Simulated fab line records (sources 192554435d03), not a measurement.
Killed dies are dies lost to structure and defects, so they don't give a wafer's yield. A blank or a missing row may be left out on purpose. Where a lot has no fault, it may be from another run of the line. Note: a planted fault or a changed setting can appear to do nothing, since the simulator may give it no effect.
Lot-split experiment	flow n5_finfet	route with 1938 steps; 7 lots, 21 wafers read

THE SPLIT ITSELF
At N5_BEOL_M8_ETCH_65 (etches SiARC in CF4, target depth 15.6 nm, time 26 s), the setting source_w was moved away from the recipe's 545 W on 7 of the 21 wafers read, by -14.5% to +17.6%. The other wafers ran this setting at the recipe's value.

The reading comes from the split's own step.

THE READING
rf_vpp_V, in V, at N5_BEOL_M8_ETCH_65 (etches SiARC in CF4, target depth 15.6 nm, time 26 s). Fault-free wafers of this fab line usually give 183.9 V, standard deviation 1.1 V.

wafer	tool, chamber at the split	source_w as run, W	against the recipe	rf_vpp_V, V	against lot-mates on the recipe
L074.2	rie_diel-02, 2	545	recipe	185.4	-
L074.4	rie_diel-02, 0	545	recipe	185.6	-
L074.5	rie_diel-02, 3	545	recipe	185.4	-
L075.3	rie_diel-05, 0	465.8	-14.5%	193.4	+10.2
L075.4	rie_diel-05, 2	545	recipe	183.2	-
L075.5	rie_diel-05, 0	465.8	-14.5%	193.8	+10.6
L080.2	rie_diel-05, 0	641	+17.6%	172.5	-11.8
L080.3	rie_diel-05, 0	641	+17.6%	174.1	-10.2
L080.4	rie_diel-05, 1	545	recipe	184.3	-
L084.1	rie_diel-05, 1	545	recipe	184.3	-
L084.3	rie_diel-05, 2	545	recipe	183.6	-
L084.5	rie_diel-05, 3	545	recipe	186.7	-
L086.2	rie_diel-02, 1	572.2	+5.0%	180.7	-3.4
L086.4	rie_diel-02, 1	545	recipe	183.7	-
L086.6	rie_diel-02, 2	545	recipe	184.5	-
L091.1	rie_diel-05, 0	610.4	+12.0%	175.6	-8.9
L091.4	rie_diel-05, 2	545	recipe	184.5	-
L091.6	rie_diel-05, 0	610.4	+12.0%	175.6	-8.9
L097.3	rie_diel-02, 0	545	recipe	184.9	-
L097.4	rie_diel-02, 3	545	recipe	184.6	-
L097.6	rie_diel-02, 1	545	recipe	182.7	-

THE FIT
A straight line over all 21 wafers: rf_vpp_V changes by -0.655 V for each +1% of source_w; r = -0.98; the points scatter about the line by 0.98 V.
The same after taking each lot's own level away (the mean of its wafers on the recipe; 21 wafers): -0.681 V for each +1%; r = -0.99; scatter 0.84 V.
Per that fit: largest source_w move, reading shift of 12 V.
The lots' own levels span 183.20 to 185.47 V, that is 2.1 times the standard deviation above.
Hence the lot-to-lot level has little effect on the slope; both slopes agree.
Check: -12 V against its lot-mates is what the line predicts for one of the wafers moved furthest among these (+17.6%) when that wafer is left out of the fit. It came out at -11.8 V against them.
Tool readings at the split's step, against how far the setting was moved: etch_rf_on_time_s r = -0.91; rf_vpp_V r = -0.98.

THE WHOLE CHAIN: every reading that the file lists as answering this split, in the file's order
step	what it does	reading	change (the file's fit)	r (the file's)
N5_BEOL_M8_ETCH_65	etches SiARC in CF4, target depth 15.6 nm, time 26 s	etch_rf_on_time_s	withheld for each +1% of the setting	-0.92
N5_BEOL_M8_ETCH_65	etches SiARC in CF4, target depth 15.6 nm, time 26 s	rf_vpp_V	-0.681 V for each +1% of the setting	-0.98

FILE'S OWN FIT
rf_vpp_V changes by -0.681 V for each +1% of source_w, r = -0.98.
